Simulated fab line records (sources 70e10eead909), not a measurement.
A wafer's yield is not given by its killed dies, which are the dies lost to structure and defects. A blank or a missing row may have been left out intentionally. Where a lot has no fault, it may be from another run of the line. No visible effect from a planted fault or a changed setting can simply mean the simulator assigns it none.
Struck lot and sound lot, side by side :: flow nand-harc :: 28 out of 1302 route steps
Sound: the wafers L793.2, L793.3, L793.6. Wafers L808.1, L808.5, L808.6 were the ones struck. The cause is given at the end.
Per side, at each step with rows, come the tool, then ch with its chambers, and then its first start. Under that, the readings that differ: sound wafers :: struck wafers :: difference of the means :: sigmas: that difference in standard deviations of wafers without a fault.
alike: readings with means less than 2 such deviations apart, plus words and numbers identical on both sides. not compared: withheld readings, readings lacking a value on some wafer, bounds such as >300 that could conceal the same value, and numbers that have no deviation in the record and whose values overlap.
A row with sigmas, a row that says differs or no value, or rows on one side alone: a step with any of these is where the two part. Numbers that have no deviation but don't overlap get no sigmas and don't part them. A reading that every wafer of one side lacks parts them only if that side has two wafers or more.

first, 1 step without rows for these wafers: NHARC_P_ZERO_WELL_HARDBAKE_53 (time 80 s).
NHARC_P_ZERO_WELL_DESCUM_54: chemistry O2, time 3 s.
  sound on rie-diel-02 ch 1,2,3, day 3 07:49; struck on rie-diel-13 ch 1,2,3, day 9 14:01
  alike: drypump-motor-current-A, oes-product-au, rf-vpp-V, showerhead-plenum-p-Torr, throttle-valve-pct
  not compared: rf-hours-counter-h
then, 5 steps without rows for these wafers: NHARC_P_ZERO_WELL_IMPLANT_55; NHARC_P_ZERO_WELL_IMPLANT_61; NHARC_P_ZERO_WELL_STRIP_56 (strips in SPM, time 840 s); NHARC_P_ZERO_WELL_PRECLEAN_68 (cleans in SC1, time 60 s); NHARC_P_ZERO_WELL_SRD_69.
NHARC_P_ZERO_WELL_RTA_42: time 300 s.
  sound on rtp-anneal-01 ch 0, day 3 08:52; struck on rtp-anneal-01 ch 0, day 9 14:58
  alike: lamp-power-pct, wafer_temp_C_max
NHARC_P_ZERO_WELL_INSPECT_43:
  struck on defect-inspect-01, day 9 15:39; sound on defect-inspect-02, day 3 09:26
  alike: raw-defect-count
then, 3 steps without rows for these wafers: NHARC_P_STI_ETCH_26 (etches SiO2 in dHF, target depth 11 nm); NHARC_P_STI_PRECLEAN_27 (cleans in SC1); NHARC_P_STI_SRD_28.
NHARC_P_STI_OXIDE_29: material SiO2, target thk 10 nm, ox time 1362 s.
  sound on furnace-08 ch 0, day 3 13:59; struck on furnace-08 ch 0, day 9 21:38
  alike: spike-tc-top-C
then, 10 steps without rows for these wafers: NHARC_P_STI_HM_DEP_30 (deposits Si3N4, target thk 80 nm, time 873 s); NHARC_P_STI_DEHYDRATE_01 (time 120 s); NHARC_P_STI_HMDS_02 (time 30 s); NHARC_P_STI_COAT_41 (time 65 s); NHARC_P_STI_COAT_03 (resist thk 600 nm); NHARC_P_STI_SOFTBAKE_04 (time 70 s); NHARC_P_STI_EBR_05; NHARC_P_STI_EXPOSE_06 (exposes mask P STI, target cd 200 nm); NHARC_P_STI_PEB_07 (peb time 80 s); NHARC_P_STI_DEVELOP_08 (time 50 s).
NHARC_P_STI_CD_MEAS_09: target cd 200 nm.
  sound on cd-sem-03 ch 0, day 4 01:03; struck on cd-sem-01 ch 0, day 10 08:52
  alike: cd-nm
NHARC_P_STI_OVL_MEAS_10:
  struck on overlay-01, day 10 08:57; sound on overlay-02, day 4 01:08
  alike: overlay-x-nm, overlay-y-nm
NHARC_P_STI_INSPECT_11:
  struck on defect-inspect-02, day 10 09:00; sound on defect-inspect-01, day 4 01:10
reading: raw-defect-count
sound: 6 7 5
struck: 348 355 348
difference: +344
sigmas: +99 or more
then, 1 step without rows for these wafers: NHARC_P_STI_HARDBAKE_13 (time 65 s).
-- jump in the record: it breaks off in module P_STI and resumes in module END (first step shown: number 1302 of the route), and 22 days separate the struck wafers' starts before and after --
NHARC_END_SORT_01:
  here the record holds rows for the struck wafers (prober-01 ch 0, day 32 03:34) but none for the sound ones

WHERE THEY PART
Last at NHARC_END_SORT_01 as far as this record goes, first at NHARC_P_STI_INSPECT_11.

WHY: whatever the simulator had introduced
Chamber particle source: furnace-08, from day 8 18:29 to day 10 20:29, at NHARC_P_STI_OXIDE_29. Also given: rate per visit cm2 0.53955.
